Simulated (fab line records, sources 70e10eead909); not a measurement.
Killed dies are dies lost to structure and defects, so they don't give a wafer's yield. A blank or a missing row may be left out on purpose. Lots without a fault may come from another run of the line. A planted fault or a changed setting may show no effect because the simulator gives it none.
Which tool did it? | flow nand_harc | 12 lots, 36 wafers sampled, at 3 steps of a route of 1302

WHAT THE GAUGES READ, wafer by wafer
NHARC_A_CHANNEL_HOLE_D2_INSPECT_40.
lot  | measured     | on                | raw_defect_count
L074 | day 13 20:10 | defect_inspect-01 | 239 249 244
L077 | day 14 23:13 | defect_inspect-02 | 318 228 269
L079 | day 15 17:20 | defect_inspect-02 | 279 231 313
L081 | day 16 15:01 | defect_inspect-02 | 263 341 282
L083 | day 17 12:38 | defect_inspect-01 | 275 210 213
L084 | day 18 00:54 | defect_inspect-01 | 249 253 243
L087 | day 18 10:36 | defect_inspect-02 | 274 264 217
L088 | day 19 19:17 | defect_inspect-02 | 193 160 208
L091 | day 20 17:17 | defect_inspect-01 | 313 293 319
L093 | day 21 08:41 | defect_inspect-01 | 245 221 206
L095 | day 22 10:13 | defect_inspect-01 | 304 333 284
L096 | day 22 22:14 | defect_inspect-02 | 216 288 291

WHICH TOOL RAN EACH LOT (tool, then ch and the chambers of the sampled wafers, then the start)
lot  | NHARC_A_CHANNEL_HOLE_D2_DESCUM_15  | NHARC_A_CHANNEL_HOLE_D2_ETCH_27
L074 | rie_diel-13 ch 0,1,2, day 13 11:41 | har_etch-01 ch 0,1, day 13 18:26
L077 | rie_diel-13 ch 0,1,3, day 14 13:07 | har_etch-02 ch 0,1, day 14 21:20
L079 | rie_diel-06 ch 0,1,3, day 15 07:55 | har_etch-01 ch 0,1, day 15 15:39
L081 | rie_diel-06 ch 0,2,3, day 16 05:17 | har_etch-02 ch 0,1, day 16 13:14
L083 | rie_diel-07 ch 1,3, day 17 02:42   | har_etch-01 ch 0,1, day 17 10:58
L084 | rie_diel-07 ch 0,3, day 17 15:18   | har_etch-01 ch 0,1, day 17 23:01
L087 | rie_diel-07 ch 0,1,3, day 18 03:31 | har_etch-01 ch 0,1, day 18 08:58
L088 | rie_diel-13 ch 2,3, day 19 09:50   | har_etch-02 ch 0,1, day 19 17:33
L091 | rie_diel-07 ch 0,2, day 20 09:17   | har_etch-02 ch 0,1, day 20 15:24
L093 | rie_diel-13 ch 0,1,2, day 20 21:33 | har_etch-02 ch 0,1, day 21 06:58
L095 | rie_diel-07 ch 0,2,3, day 22 03:19 | har_etch-01 ch 0,1, day 22 08:29
L096 | rie_diel-06 ch 0,1, day 22 14:06   | har_etch-02 ch 0,1, day 22 20:37
- NHARC_A_CHANNEL_HOLE_D2_DESCUM_15: chemistry O2, time 3 s.
- NHARC_A_CHANNEL_HOLE_D2_ETCH_27: etches the open film in C4F8/O2/Ar, time 90 s, target depth 400 nm.

THE ANSWER, worked out from the rows above alone
Rule: what is usual is taken from the lots themselves. Put in order of their means at a reading, lots are off if they are a third of the lots or fewer, leave a main group of 4 or more, and stand apart from it by a gap of 3 or more times the standard deviation of the main group's means; of several such gaps the widest counts. A main group whose means are all the same, to the digits that the tables above print for the reading, isn't used. A lot without any number at a reading at which 4 lots or more have one is off too. The other lots that the step has rows for count as sound.
No lot is off at any reading shown: from this, nothing can be told.

WHAT THE SIMULATOR HAD PUT IN
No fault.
